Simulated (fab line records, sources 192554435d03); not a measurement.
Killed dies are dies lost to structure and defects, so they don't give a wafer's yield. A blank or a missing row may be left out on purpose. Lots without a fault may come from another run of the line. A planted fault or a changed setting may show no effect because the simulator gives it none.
Split-lot experiment | flow n5_finfet | 7 lots, 21 wafers read, on a route of 1938 steps

THE SPLIT
At N5_PASSIVATION_ETCH_54 (etches SiO2 in CHF3/O2, target depth 880 nm, time 440 s), the setting time_s was moved away from the recipe's 440 s on 8 of the 21 wafers read, by -21.2% to +19.0%. The other wafers ran this setting at the recipe's value.

The reading is taken at the split's own step.

THE READING
PASSIVATION.feature_depth_nm (the simulator's own value, which no gauge read), in nm, at N5_PASSIVATION_ETCH_54 (etches SiO2 in CHF3/O2, target depth 880 nm, time 440 s). The file gives no usual value for it. The 13 wafers here that ran the recipe average 877.5 nm, standard deviation 13 nm.

wafer  | tool, chamber at the split | time_s as run, s | against the recipe | PASSIVATION.feature_depth_nm, nm | against lot-mates on the recipe
L074.1 | rie_diel-01, 0             | 515.7            | +17.2%             | 1000                             | +141.6
L074.3 | rie_diel-01, 2             | 515.7            | +17.2%             | 1038                             | +179.6
L074.6 | rie_diel-01, 0             | 440              | recipe             | 858.4                            | -
L075.1 | rie_diel-01, 1             | 440              | recipe             | 884.6                            | -
L075.2 | rie_diel-01, 0             | 440              | recipe             | 860.4                            | -
L075.5 | rie_diel-01, 3             | 440              | recipe             | 878.6                            | -
L077.1 | rie_diel-02, 3             | 440              | recipe             | 871.4                            | -
L077.3 | rie_diel-02, 2             | 512.2            | +16.4%             | 1024                             | +155.9
L077.6 | rie_diel-02, 3             | 440              | recipe             | 864.8                            | -
L083.2 | rie_diel-06, 2             | 440              | recipe             | 872                              | -
L083.5 | rie_diel-06, 3             | 440              | recipe             | 876.6                            | -
L083.6 | rie_diel-06, 0             | 440              | recipe             | 875                              | -
L088.1 | rie_diel-02, 2             | 523.6            | +19.0%             | 1056                             | +166.2
L088.4 | rie_diel-02, 0             | 523.6            | +19.0%             | 1066                             | +176.2
L088.5 | rie_diel-02, 2             | 440              | recipe             | 889.8                            | -
L090.3 | rie_diel-02, 0             | 494.8            | +12.5%             | 1007                             | +101.0
L090.5 | rie_diel-02, 1             | 440              | recipe             | 906                              | -
L090.6 | rie_diel-02, 2             | 494.8            | +12.5%             | 995.2                            | +89.2
L093.1 | rie_diel-06, 2             | 440              | recipe             | 879.2                            | -
L093.4 | rie_diel-06, 0             | 440              | recipe             | 890.2                            | -
L093.5 | rie_diel-06, 2             | 346.7            | -21.2%             | 686                              | -198.7

THE FIT
A straight line over all 21 wafers: PASSIVATION.feature_depth_nm changes by +9.11 nm for each +1% of time_s; r = +0.99; the points scatter about the line by 14 nm.
The same after taking each lot's own level away (the mean of its wafers on the recipe; 21 wafers): +9.09 nm for each +1%; r = +0.99; scatter 10 nm.
On that fit, the largest move of time_s shifts the reading by 1.9e+02 nm.
The lots' own levels span 858.40 to 906.00 nm, that is 3.8 times the standard deviation above.
So the lot-to-lot level changes the slope little: the two slopes agree.
Check: with one of the wafers moved furthest among these (-21.2%) left out of the fit, the line predicts -191 nm for it against its lot-mates. It came out at -199 nm against them.

OTHER SPLITS ON THESE WAFERS
These wafers also went through other splits before the reading. Each is held against what the fit with the lots' levels taken away leaves over:
other split on the same wafers | wafers away from the commonest value | r with PASSIVATION.feature_depth_nm (lot level and that fit taken away)
N5_BEOL_M15_EXPOSE_07 dose_mj  | 5                                    | -0.40
N5_BEOL_M15_SPUTTER_44 power_w | 7                                    | -0.04
N5_PASSIVATION_PECVD_00 time_s | 6                                    | +0.05
N5_PASSIVATION_ETCH_15 bias_w  | 6                                    | +0.12

THE WHOLE CHAIN: every reading that the file lists as answering this split, in the file's order
step                   | what it does                                            | reading                                                                       | change (the file's fit)              | r (the file's)
N5_PASSIVATION_ETCH_54 | etches SiO2 in CHF3/O2, target depth 880 nm, time 440 s | etch.depth_nm (the simulator's own value, which no gauge read)                | +9.13 nm for each +1% of the setting | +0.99
N5_PASSIVATION_ETCH_54 | etches SiO2 in CHF3/O2, target depth 880 nm, time 440 s | PASSIVATION.feature_depth_nm (the simulator's own value, which no gauge read) | +9.13 nm for each +1% of the setting | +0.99

THE FILE'S OWN FIT
PASSIVATION.feature_depth_nm changes by +9.13 nm for each +1% of time_s, r = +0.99.
